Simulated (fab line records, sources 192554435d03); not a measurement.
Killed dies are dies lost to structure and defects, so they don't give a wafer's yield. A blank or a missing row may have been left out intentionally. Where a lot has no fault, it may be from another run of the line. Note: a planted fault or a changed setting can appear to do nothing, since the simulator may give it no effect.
Matching of chambers || flow n5_finfet || N5_BEOL_M6_DESCUM_33 on rie_diel-04 has 4 sister chambers
The step chemistry O2, time 7 s. 4 wafers are shown with their chamber, then 9 later ones without.

== EACH WAFER AND ITS CHAMBER ==
{"wafer": "L081.3", "chamber": 0, "showerhead_plenum_p_Torr (Torr)": 2.16}
{"wafer": "L084.4", "chamber": 1, "showerhead_plenum_p_Torr (Torr)": 2.15}
{"wafer": "L084.5", "chamber": 2, "showerhead_plenum_p_Torr (Torr)": 2.07}
{"wafer": "L084.6", "chamber": 3, "showerhead_plenum_p_Torr (Torr)": 2.07}

== WAFERS WHOSE CHAMBER IS MISSING ==
{"wafer": "L092.1", "showerhead_plenum_p_Torr (Torr)": 2.06}
{"wafer": "L092.2", "showerhead_plenum_p_Torr (Torr)": 2.06}
{"wafer": "L092.3", "showerhead_plenum_p_Torr (Torr)": 2.15}
{"wafer": "L094.1", "showerhead_plenum_p_Torr (Torr)": 2.06}
{"wafer": "L094.4", "showerhead_plenum_p_Torr (Torr)": 2.15}
{"wafer": "L094.6", "showerhead_plenum_p_Torr (Torr)": 2.06}
{"wafer": "L096.3", "showerhead_plenum_p_Torr (Torr)": 2.06}
{"wafer": "L096.4", "showerhead_plenum_p_Torr (Torr)": 2.15}
{"wafer": "L096.6", "showerhead_plenum_p_Torr (Torr)": 2.06}

== THE CHAMBER EACH PASSED THROUGH ==
{"wafer": "L092.1", "from the rows above": "can't be placed: 2 or 3", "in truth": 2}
{"wafer": "L092.2", "from the rows above": "can't be placed: 2 or 3", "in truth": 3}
{"wafer": "L092.3", "from the rows above": "can't be placed: 1 or 0", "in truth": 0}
{"wafer": "L094.1", "from the rows above": "can't be placed: 2 or 3", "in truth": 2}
{"wafer": "L094.4", "from the rows above": "can't be placed: 1 or 0", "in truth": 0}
{"wafer": "L094.6", "from the rows above": "can't be placed: 2 or 3", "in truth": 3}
{"wafer": "L096.3", "from the rows above": "can't be placed: 2 or 3", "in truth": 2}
{"wafer": "L096.4", "from the rows above": "can't be placed: 1 or 0", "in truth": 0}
{"wafer": "L096.6", "from the rows above": "can't be placed: 2 or 3", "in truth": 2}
Correct placement for 0 of the 9. Cannot be placed on the basis of these rows: 9; the candidates contain the true chamber in 9. Number placed wrongly: 0.
How it was worked out, from the rows above alone: a wafer's distance from a chamber is the root of the sum, over the readings, of the square of ((its reading less the chamber's mean) divided by the reading's scatter). If the next closest chamber is less than 2 further off than the closest, the wafer can't be placed; otherwise it belongs to the closest. A chamber's mean is the mean of its shown wafers. The scatter: root of mean squared gap, hidden wafer to nearest shown wafer, with one shown wafer a chamber.
